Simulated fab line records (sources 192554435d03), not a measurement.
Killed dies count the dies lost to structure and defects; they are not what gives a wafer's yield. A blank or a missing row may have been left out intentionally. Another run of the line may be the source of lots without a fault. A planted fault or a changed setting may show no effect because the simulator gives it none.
Which tool did it? | flow n5_finfet | 10 lots, 28 wafers sampled, at 2 steps of a route of 1938

## WHAT THE GAUGES READ, wafer by wafer
N5_BEOL_M4_RC_MEAS_101.
lot  | measured     | on        | DIBL_N (mV/V)  | DIBL_P (mV/V)  | IOFF_N (nA/um) | IOFF_P (nA/um) | ION_N (uA/um) | ION_P (uA/um) | SS_N (mV/dec)  | SS_P (mV/dec)  | VT_N (mV)   | VT_P (mV)
L471 | day 8 00:23  | prober-02 | 38.1 40.4 37.6 | 37.5 40.1 36.8 | 0.18 0.23 0.17 | 0.20 0.24 0.19 | 672 687 665   | 449 465 451   | 72.3 73.4 71.6 | 73.7 73.7 73.8 | 250 248 252 | -251 -249 -254
L473 | day 8 15:20  | prober-01 | 34.8 39.1 35.7 | 37.3 44.5 37.7 | 0.18 0.26 0.18 | 0.20 0.34 0.20 | 683 693 677   | 465 472 460   | 72.7 73.3 72.2 | 72.9 74.0 72.6 | 249 244 251 | -252 -242 -251
L475 | day 8 20:15  | prober-02 | 35.6 39.6 39.7 | 35.8 39.9 39.8 | 0.12 0.19 0.20 | 0.18 0.25 0.24 | 663 674 679   | 458 467 464   | 71.6 72.5 72.7 | 72.7 74.1 74.1 | 257 251 249 | -254 -246 -252
L476 | day 9 04:13  | prober-01 | 38.2 36.4      | 37.2 35.1      | 0.18 0.15      | 0.25 0.22      | 685 673       | 471 469       | 71.5 71.0      | 73.8 72.5      | 247 248     | -247 -250
L477 | day 9 01:01  | prober-01 | 39.0 34.3      | 39.5 33.8      | 0.21 0.13      | 0.20 0.14      | 683 658       | 456 449       | 72.3 70.8      | 73.6 71.8      | 246 251     | -256 -256
L478 | day 9 20:13  | prober-01 | 35.6 38.9 38.5 | 35.0 37.3 36.6 | 0.16 0.21 0.21 | 0.25 0.29 0.26 | 682 692 687   | 478 481 469   | 71.4 71.5 72.3 | 74.2 74.3 74.1 | 247 248 248 | -246 -244 -245
L479 | day 10 03:54 | prober-01 | 39.1 37.8 36.3 | 39.1 36.6 35.3 | 0.18 0.16 0.14 | 0.25 0.22 0.19 | 665 665 666   | 463 460 456   | 73.1 72.4 71.7 | 74.1 73.1 72.8 | 252 255 255 | -249 -247 -252
L480 | day 10 06:16 | prober-02 | 37.2 37.7 37.5 | 37.5 37.4 37.3 | 0.18 0.19 0.17 | 0.25 0.24 0.23 | 673 674 669   | 469 467 461   | 71.4 72.3 71.2 | 73.7 74.2 74.2 | 250 252 249 | -247 -247 -249
L490 | day 12 19:32 | prober-02 | 36.3 38.5      | 36.1 37.8      | 0.15 0.17      | 0.20 0.21      | 689 669       | 471 457       | 71.4 72.2      | 72.4 73.7      | 249 253     | -251 -252
L491 | day 13 05:11 | prober-02 | 38.6 39.7 40.7 | 39.3 40.5 41.6 | 0.18 0.23 0.23 | 0.24 0.26 0.27 | 681 683 692   | 464 463 470   | 71.8 72.4 72.7 | 74.7 74.5 74.2 | 247 244 245 | -250 -249 -249

## WHAT TOOL EACH LOT RAN ON (gives the tool, then ch and the chambers of the sampled wafers, and finally the start)
lot  | N5_BEOL_M0_SAQP_PECVD_97
L471 | pecvd-03 ch 1,2, day 5 13:06
L473 | pecvd-03 ch 0,1,2, day 5 18:11
L475 | pecvd-01 ch 0,2, day 6 07:55
L476 | pecvd-03 ch 0,1, day 6 15:01
L477 | pecvd-04 ch 0,2, day 6 21:08
L478 | pecvd-03 ch 0,1,2, day 7 05:35
L479 | pecvd-04 ch 0,2, day 7 11:35
L480 | pecvd-04 ch 0,1,2, day 7 19:35
L490 | pecvd-04 ch 0,1, day 10 07:35
L491 | pecvd-01 ch 0,1, day 10 08:55
- N5_BEOL_M0_SAQP_PECVD_97: deposits SiNx from SiH4/NH3/N2, target thk 23 nm, time 19.9 s.

## AS READ BY THE TOOLS THEMSELVES (means over the sampled wafers that have a number; for cases with no such wafer, the mark the record gives instead)
N5_BEOL_M0_SAQP_PECVD_97.
lot  | tool     | heater_power_outer_w (W) | heater_power_w (W) | showerhead_plenum_p_Torr (Torr) | throttle_valve_pct (%)
L471 | pecvd-03 | 334                      | 570                | 5.07                            | 38.2
L473 | pecvd-03 | 303                      | 529                | 5.14                            | 38.3
L475 | pecvd-01 | 286                      | 545                | 5.09                            | 37.7
L476 | pecvd-03 | 290                      | 492                | 5.14                            | 37.7
L477 | pecvd-04 | 313                      | 570                | 5.08                            | 40.5
L478 | pecvd-03 | 265                      | 482                | 5.14                            | 38.4
L479 | pecvd-04 | 311                      | 545                | 5.10                            | 40.2
L480 | pecvd-04 | 278                      | 487                | 5.08                            | 40.5
L490 | pecvd-04 | 247                      | 445                | 5.07                            | 41.0
L491 | pecvd-01 | 299                      | 558                | 5.14                            | 39.2

## THE ANSWER, worked out from the rows above alone
Rule: the lots themselves supply what counts as usual. Put in order of their means at a reading, lots are off if they are a third of the lots or fewer, leave a main group of 4 or more, and stand apart from it by a gap of 3 or more times the standard deviation of the main group's means; of several such gaps the widest counts. The tables above print the reading to a certain number of digits; a main group whose means all agree to those digits is not used. Also off: a lot with no number at a reading for which 4 or more lots have one. The other lots that the step has rows for count as sound. The gauges are gone through in route order, then the tools' own readings, and for those a lot's mean is taken as printed above. The first step at which some lot is off is used, and at that step the reading that is off furthest; a lot without a number counts as furthest.
Across all readings shown, no lot is off: no conclusion can be drawn from this.

## WHAT WAS PUT IN BY THE SIMULATOR
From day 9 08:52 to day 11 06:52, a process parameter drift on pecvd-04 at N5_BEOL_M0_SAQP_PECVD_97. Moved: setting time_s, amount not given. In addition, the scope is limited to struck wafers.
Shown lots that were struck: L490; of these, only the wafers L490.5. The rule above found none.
